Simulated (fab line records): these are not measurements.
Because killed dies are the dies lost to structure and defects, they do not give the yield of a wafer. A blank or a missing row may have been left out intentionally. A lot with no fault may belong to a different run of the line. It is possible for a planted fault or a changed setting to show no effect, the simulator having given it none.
Matching of chambers -- flow n5 finfet -- pecvd-02 running N5_BEOL_M7_PECVD_70: 3 sister chambers
The step deposits SiO2 from TEOS/O2, target thk 20 nm, time 22.7 s. 3 wafers are shown with their chamber, then 9 later ones without.

WAFERS, EACH WITH ITS CHAMBER
wafer,chamber,showerhead plenum p Torr (Torr)
L086.6,2,8.79
L090.3,0,8.72
L090.4,1,8.70

WAFERS MISSING THEIR CHAMBER
wafer,showerhead plenum p Torr (Torr)
L088.1,8.70
L088.4,8.74
L088.6,8.67
L091.2,8.69
L091.5,8.68
L091.6,8.78
L094.1,8.69
L094.5,8.80
L094.6,8.69

EACH ONE'S CHAMBER
wafer,from the rows above,in truth
L088.1,can't be placed: 1 or 0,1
L088.4,can't be placed: 0 or 1 or 2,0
L088.6,can't be placed: 1 or 0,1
L091.2,can't be placed: 1 or 0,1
L091.5,can't be placed: 1 or 0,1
L091.6,2,2
L094.1,can't be placed: 1 or 0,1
L094.5,2,2
L094.6,can't be placed: 1 or 0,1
Correct placement for 2 of the 9. Can't be placed from these rows: 7 (the true chamber is among the candidates in 7). Placed wrongly: 0.
How it was worked out, from the rows above alone: a wafer's distance from a chamber is the root of the sum, over the readings, of the square of ((its reading less the chamber's mean) divided by the reading's scatter). If the next closest chamber is less than 2 further off than the closest, the wafer can't be placed; otherwise it belongs to the closest. A chamber's mean is the mean of its shown wafers. The scatter: root of mean squared gap, hidden wafer to nearest shown wafer, with one shown wafer a chamber.
